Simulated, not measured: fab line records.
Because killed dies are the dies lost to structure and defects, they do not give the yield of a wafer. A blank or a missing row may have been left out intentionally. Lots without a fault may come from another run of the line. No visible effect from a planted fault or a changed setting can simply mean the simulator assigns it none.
Chamber matching :: flow nand harc :: rie diel-10 running NHARC_P_CONTACT_ETCH_35: 4 sister chambers
The step etches the open film in CF4, target depth 39 nm, time 65 s. 16 wafers are shown with their chamber, then 8 later ones without.

## EACH WAFER AND ITS CHAMBER
wafer: L428.2
chamber: 3
drypump motor current A (A): 5.8
rf vpp V (V): 149.2
oes product au (a.u.): 0.998

wafer: L428.3
chamber: 0
drypump motor current A (A): 5.7
rf vpp V (V): 151.0
oes product au (a.u.): 0.997

wafer: L428.6
chamber: 1
drypump motor current A (A): 5.7
rf vpp V (V): 151.7
oes product au (a.u.): 1.017

wafer: L427.3
chamber: 2
drypump motor current A (A): 6.3
rf vpp V (V): 151.6
oes product au (a.u.): 1.000

wafer: L427.4
chamber: 1
drypump motor current A (A): 5.7
rf vpp V (V): 151.5
oes product au (a.u.): 1.009

wafer: L427.5
chamber: 0
drypump motor current A (A): 5.8
rf vpp V (V): 150.3
oes product au (a.u.): 0.989

wafer: L433.1
chamber: 1
drypump motor current A (A): 5.8
rf vpp V (V): 149.7
oes product au (a.u.): 1.007

wafer: L433.3
chamber: 2
drypump motor current A (A): 6.3
rf vpp V (V): 152.3
oes product au (a.u.): 0.999

wafer: L433.6
chamber: 3
drypump motor current A (A): 5.8
rf vpp V (V): 150.5
oes product au (a.u.): 0.999

wafer: L431.1
chamber: 1
drypump motor current A (A): 5.8
rf vpp V (V): 151.4
oes product au (a.u.): 1.005

wafer: L431.2
chamber: 0
drypump motor current A (A): 5.7
rf vpp V (V): 150.1
oes product au (a.u.): 0.993

wafer: L431.6
chamber: 1
drypump motor current A (A): 5.8
rf vpp V (V): 150.7
oes product au (a.u.): 1.002

wafer: L432.1
chamber: 0
drypump motor current A (A): 5.7
rf vpp V (V): 150.2
oes product au (a.u.): 1.002

wafer: L432.2
chamber: 3
drypump motor current A (A): 5.8
rf vpp V (V): 151.9
oes product au (a.u.): 1.014

wafer: L432.5
chamber: 0
drypump motor current A (A): 5.7
rf vpp V (V): 149.8
oes product au (a.u.): 0.999

wafer: L438.2
chamber: 2
drypump motor current A (A): 6.3
rf vpp V (V): 152.4
oes product au (a.u.): 0.999

SIGNATURES (means of the wafers above)
reading: drypump motor current A
chamber 0: 5.720
chamber 1: 5.760
chamber 2: 6.300
chamber 3: 5.800
scatter within a chamber: 0.0408

reading: rf vpp V
chamber 0: 150.280
chamber 1: 151.000
chamber 2: 152.100
chamber 3: 150.533
scatter within a chamber: 0.79

reading: oes product au
chamber 0: 0.99600
chamber 1: 1.00800
chamber 2: 0.99933
chamber 3: 1.00367
scatter within a chamber: 0.00573
Rule: for each reading, subtract the chamber's mean from the wafer's reading, divide by that reading's scatter and square the result; add these up over the readings and take the root, which gives the wafer's distance from the chamber. The wafer belongs to the nearest chamber; if the next one is less than 2 further off, it can't be placed. The scatter is the square root of a quotient: the sum, over the shown wafers, of each reading's squared deviation from its chamber's mean, divided by wafers minus chambers.

## WAFERS MISSING THEIR CHAMBER
wafer: L438.4
drypump motor current A (A): 5.8
rf vpp V (V): 153.1
oes product au (a.u.): 1.005

wafer: L438.5
drypump motor current A (A): 6.3
rf vpp V (V): 151.5
oes product au (a.u.): 0.990

wafer: L443.1
drypump motor current A (A): 6.4
rf vpp V (V): 152.1
oes product au (a.u.): 0.998

wafer: L443.3
drypump motor current A (A): 5.8
rf vpp V (V): 151.4
oes product au (a.u.): 1.004

wafer: L443.5
drypump motor current A (A): 6.4
rf vpp V (V): 153.2
oes product au (a.u.): 0.996

wafer: L450.3
drypump motor current A (A): 6.3
rf vpp V (V): 152.6
oes product au (a.u.): 0.992

wafer: L450.4
drypump motor current A (A): 5.7
rf vpp V (V): 149.6
oes product au (a.u.): 0.988

wafer: L450.5
drypump motor current A (A): 5.8
rf vpp V (V): 151.1
oes product au (a.u.): 1.002

## WHICH CHAMBER EACH WENT THROUGH
wafer: L438.4
from the rows above: can't be placed: 1 or 3 or 0
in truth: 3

wafer: L438.5
from the rows above: 2
in truth: 2

wafer: L443.1
from the rows above: 2
in truth: 2

wafer: L443.3
from the rows above: can't be placed: 3 or 1 or 0
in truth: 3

wafer: L443.5
from the rows above: 2
in truth: 2

wafer: L450.3
from the rows above: 2
in truth: 2

wafer: L450.4
from the rows above: 0
in truth: 0

wafer: L450.5
from the rows above: can't be placed: 3 or 1 or 0
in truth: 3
5 of 8 placed correctly. Cannot be placed on the basis of these rows: 3; the candidates contain the true chamber in 3. Placed wrongly: 0.
